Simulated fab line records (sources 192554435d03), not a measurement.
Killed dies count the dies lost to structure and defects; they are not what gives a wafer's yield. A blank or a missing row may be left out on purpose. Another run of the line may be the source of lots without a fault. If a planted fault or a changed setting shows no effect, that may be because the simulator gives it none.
Split-lot experiment :: flow n5Finfet :: on a route of 1938 steps: 7 lots, 21 wafers read

== THE SPLIT ==
At N5_BEOL_M3_COAT_61 (time 60 s, resist thk 60 nm), the setting spinRpm was moved away from the recipe's 1500 rpm on 7 of the 21 wafers read, by -7.0% to +7.7%. All remaining wafers had this setting at the recipe value.

The split's own step is where the reading is taken.

== THE READING ==
SOC_of_BEOL_M3_COAT_61.thkNm (the simulator's own value, which no gauge read), in nm, at N5_BEOL_M3_COAT_61 (time 60 s, resist thk 60 nm). No usual value for it is given in the file. Here, 14 wafers ran the recipe; their average is 60.1 nm with a standard deviation of 0.1 nm.

wafer: L075.3
tool, chamber at the split: lithoTrack-03, 0
spinRpm as run, rpm: 1500
against the recipe: recipe
SOC_of_BEOL_M3_COAT_61.thkNm, nm: 60
against lot-mates on the recipe: -

wafer: L075.4
tool, chamber at the split: lithoTrack-03, 0
spinRpm as run, rpm: 1395
against the recipe: -7.0%
SOC_of_BEOL_M3_COAT_61.thkNm, nm: 62.2
against lot-mates on the recipe: +2.2

wafer: L075.6
tool, chamber at the split: lithoTrack-03, 0
spinRpm as run, rpm: 1395
against the recipe: -7.0%
SOC_of_BEOL_M3_COAT_61.thkNm, nm: 62
against lot-mates on the recipe: +2.0

wafer: L078.3
tool, chamber at the split: lithoTrack-05, 0
spinRpm as run, rpm: 1500
against the recipe: recipe
SOC_of_BEOL_M3_COAT_61.thkNm, nm: 60
against lot-mates on the recipe: -

wafer: L078.6
tool, chamber at the split: lithoTrack-05, 0
spinRpm as run, rpm: 1500
against the recipe: recipe
SOC_of_BEOL_M3_COAT_61.thkNm, nm: 60
against lot-mates on the recipe: -

wafer: L078.4
tool, chamber at the split: lithoTrack-05, 0
spinRpm as run, rpm: 1500
against the recipe: recipe
SOC_of_BEOL_M3_COAT_61.thkNm, nm: 60.2
against lot-mates on the recipe: -

wafer: L080.1
tool, chamber at the split: lithoTrack-05, 0
spinRpm as run, rpm: 1420
against the recipe: -5.3%
SOC_of_BEOL_M3_COAT_61.thkNm, nm: 61.6
against lot-mates on the recipe: +1.6

wafer: L080.2
tool, chamber at the split: lithoTrack-05, 0
spinRpm as run, rpm: 1500
against the recipe: recipe
SOC_of_BEOL_M3_COAT_61.thkNm, nm: 60
against lot-mates on the recipe: -

wafer: L080.4
tool, chamber at the split: lithoTrack-05, 0
spinRpm as run, rpm: 1500
against the recipe: recipe
SOC_of_BEOL_M3_COAT_61.thkNm, nm: 60
against lot-mates on the recipe: -

wafer: L079.3
tool, chamber at the split: lithoTrack-04, 0
spinRpm as run, rpm: 1500
against the recipe: recipe
SOC_of_BEOL_M3_COAT_61.thkNm, nm: 60
against lot-mates on the recipe: -

wafer: L079.4
tool, chamber at the split: lithoTrack-04, 0
spinRpm as run, rpm: 1500
against the recipe: recipe
SOC_of_BEOL_M3_COAT_61.thkNm, nm: 60.2
against lot-mates on the recipe: -

wafer: L079.6
tool, chamber at the split: lithoTrack-04, 0
spinRpm as run, rpm: 1500
against the recipe: recipe
SOC_of_BEOL_M3_COAT_61.thkNm, nm: 60.2
against lot-mates on the recipe: -

wafer: L086.2
tool, chamber at the split: lithoTrack-05, 0
spinRpm as run, rpm: 1500
against the recipe: recipe
SOC_of_BEOL_M3_COAT_61.thkNm, nm: 60.2
against lot-mates on the recipe: -

wafer: L086.5
tool, chamber at the split: lithoTrack-05, 0
spinRpm as run, rpm: 1500
against the recipe: recipe
SOC_of_BEOL_M3_COAT_61.thkNm, nm: 60.2
against lot-mates on the recipe: -

wafer: L086.3
tool, chamber at the split: lithoTrack-05, 0
spinRpm as run, rpm: 1500
against the recipe: recipe
SOC_of_BEOL_M3_COAT_61.thkNm, nm: 60
against lot-mates on the recipe: -

wafer: L090.1
tool, chamber at the split: lithoTrack-05, 0
spinRpm as run, rpm: 1500
against the recipe: recipe
SOC_of_BEOL_M3_COAT_61.thkNm, nm: 60.2
against lot-mates on the recipe: -

wafer: L090.4
tool, chamber at the split: lithoTrack-05, 0
spinRpm as run, rpm: 1500
against the recipe: recipe
SOC_of_BEOL_M3_COAT_61.thkNm, nm: 60.2
against lot-mates on the recipe: -

wafer: L090.6
tool, chamber at the split: lithoTrack-05, 0
spinRpm as run, rpm: 1403
against the recipe: -6.5%
SOC_of_BEOL_M3_COAT_61.thkNm, nm: 62.2
against lot-mates on the recipe: +2.0

wafer: L093.1
tool, chamber at the split: lithoTrack-05, 0
spinRpm as run, rpm: 1615
against the recipe: +7.7%
SOC_of_BEOL_M3_COAT_61.thkNm, nm: 58
against lot-mates on the recipe: no lot-mate on the recipe

wafer: L093.2
tool, chamber at the split: lithoTrack-05, 0
spinRpm as run, rpm: 1615
against the recipe: +7.7%
SOC_of_BEOL_M3_COAT_61.thkNm, nm: 57.8
against lot-mates on the recipe: no lot-mate on the recipe

wafer: L093.6
tool, chamber at the split: lithoTrack-05, 0
spinRpm as run, rpm: 1615
against the recipe: +7.7%
SOC_of_BEOL_M3_COAT_61.thkNm, nm: 57.6
against lot-mates on the recipe: no lot-mate on the recipe

FIT RESULTS
A straight line over all 21 wafers: SOC_of_BEOL_M3_COAT_61.thkNm changes by -0.297 nm for each +1% of spinRpm; r = -1.00; the points scatter about the line by 0.12 nm.
The same after taking each lot's own level away (the mean of its wafers on the recipe; 18 wafers): -0.302 nm for each +1%; r = -1.00; scatter 0.08 nm.
Per that fit: largest spinRpm move, reading shift of 2.3 nm.
Across the lots, their own levels run from 60.00 to 60.20 nm, a range of 2.0 times the standard deviation given above.
The two slopes are in agreement: the lot-to-lot level therefore moves the slope only a little.
Check: for one of the wafers moved furthest among these (-7.0%), held out of the fit, the line's prediction against its lot-mates is +2.08 nm. It came out at +2.2 nm against them.

== FURTHER SPLITS ON THESE WAFERS ==
Before the reading, these wafers also passed through other splits. Each is held against what the fit with the lots' levels taken away leaves over:
other split on the same wafers: N5_BEOL_M1_COAT_76 spinRpm
wafers away from the commonest value: 5
r with SOC_of_BEOL_M3_COAT_61.thkNm (lot level and that fit taken away): -0.17

other split on the same wafers: N5_BEOL_M1_TRENCH_ETCH_37 timeS
wafers away from the commonest value: 8
r with SOC_of_BEOL_M3_COAT_61.thkNm (lot level and that fit taken away): -0.20

other split on the same wafers: N5_BEOL_M2_COAT_67 spinRpm
wafers away from the commonest value: 8
r with SOC_of_BEOL_M3_COAT_61.thkNm (lot level and that fit taken away): +0.31

other split on the same wafers: N5_BEOL_M2_DESCUM_33 timeS
wafers away from the commonest value: 8
r with SOC_of_BEOL_M3_COAT_61.thkNm (lot level and that fit taken away): -0.04

== THE FILE'S OWN FIT ==
SOC_of_BEOL_M3_COAT_61.thkNm changes by -0.303 nm for each +1% of spinRpm, r = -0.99.
